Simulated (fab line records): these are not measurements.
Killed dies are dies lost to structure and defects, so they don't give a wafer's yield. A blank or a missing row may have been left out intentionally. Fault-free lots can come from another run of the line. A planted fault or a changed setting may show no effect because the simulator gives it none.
A single fault, viewed from 2 desks / flow n5 finfet / each desk has only its own numbers; what lay behind them comes last

== THE METROLOGY DESK ==
Means of the sampled wafers that have a number, per lot and without regard to the tool the lot ran on: this is what the gauges read. The brackets show how far a lot's mean lies from the usual mean; more than 4 standard deviations puts the lot out of limits, marked OUT. Shown here are 7 of its 11 readings, the ones lying furthest out on some lot.
Columns: A = DIBL_N at N5_BEOL_M4_RC_MEAS_101, usual 36.5 mV/V; B = DIBL_P at N5_BEOL_M4_RC_MEAS_101, usual 36.5 mV/V; C = IOFF_P at N5_BEOL_M4_RC_MEAS_101, usual 0.219 nA/um; D = ION_P at N5_BEOL_M4_RC_MEAS_101, usual 464 uA/um; E = SS_P at N5_BEOL_M4_RC_MEAS_101, usual 73.4 mV/dec; F = VT_N at N5_BEOL_M4_RC_MEAS_101, usual 249.7 mV; G = VT_P at N5_BEOL_M4_RC_MEAS_101, usual -250 mV
lot=L483; first seen here=day 5 04:34; A=35.3; B=35.6; C=0.185; D=456; E=73.3; F=249.5; G=-253
lot=L487; first seen here=day 6 05:59; A=34.3; B=34.4; C=0.177; D=461; E=72.5; F=249.8; G=-252
lot=L489; first seen here=day 6 16:34; A=34.8; B=34.1; C=0.217; D=468; E=72.2; F=250.3; G=-248
lot=L493; first seen here=day 7 22:50; A=36.4; B=35.8; C=0.240; D=472; E=73.4; F=247.1; G=-246
lot=L494; first seen here=day 8 02:34; A=35.9; B=37.7; C=0.285; D=479; E=73.7; F=245.8; G=-242
lot=L497; first seen here=day 8 22:56; A=35.5; B=35.3; C=0.195; D=457; E=73.2; F=251.5; G=-250
lot=L502; first seen here=day 9 21:49; A=35.3; B=35.7; C=0.178; D=453; E=73.7; F=252.3; G=-254
Result from this desk: across the 7 lots, nothing is out of limits.

== FOR THE TOOL OWNER'S DESK: pvd sputter-01 ==
The tool's own readings at N5_MOL_CONTACT_COAG_SPUTTER_130 (material Co, target thk 47.5 nm): means of the sampled wafers that have a number, for each lot that ran on this tool. The brackets show how far a lot's mean lies from the usual mean; more than 4 standard deviations puts the lot out of limits, marked OUT.
Columns: A = susceptor temp C at N5_MOL_CONTACT_COAG_SPUTTER_130, usual 25.01 C; B = throttle valve pct at N5_MOL_CONTACT_COAG_SPUTTER_130, usual 30.3 %
lot=L483; first seen here=day 5 09:55; A=24.98; B=30.3
lot=L487; first seen here=day 6 11:36; A=25.01; B=30.0
lot=L489; first seen here=day 6 23:58; A=25.05; B=30.0
lot=L493; first seen here=day 8 03:37; A=24.95; B=30.1
Result from this desk: across the 4 lots, nothing is out of limits.

== BROUGHT TOGETHER ==
The metrology desk saw nothing out of limits.
Nothing out of limits was seen by the tool owner's desk.

== WHAT THE SIMULATOR HAD INSERTED ==
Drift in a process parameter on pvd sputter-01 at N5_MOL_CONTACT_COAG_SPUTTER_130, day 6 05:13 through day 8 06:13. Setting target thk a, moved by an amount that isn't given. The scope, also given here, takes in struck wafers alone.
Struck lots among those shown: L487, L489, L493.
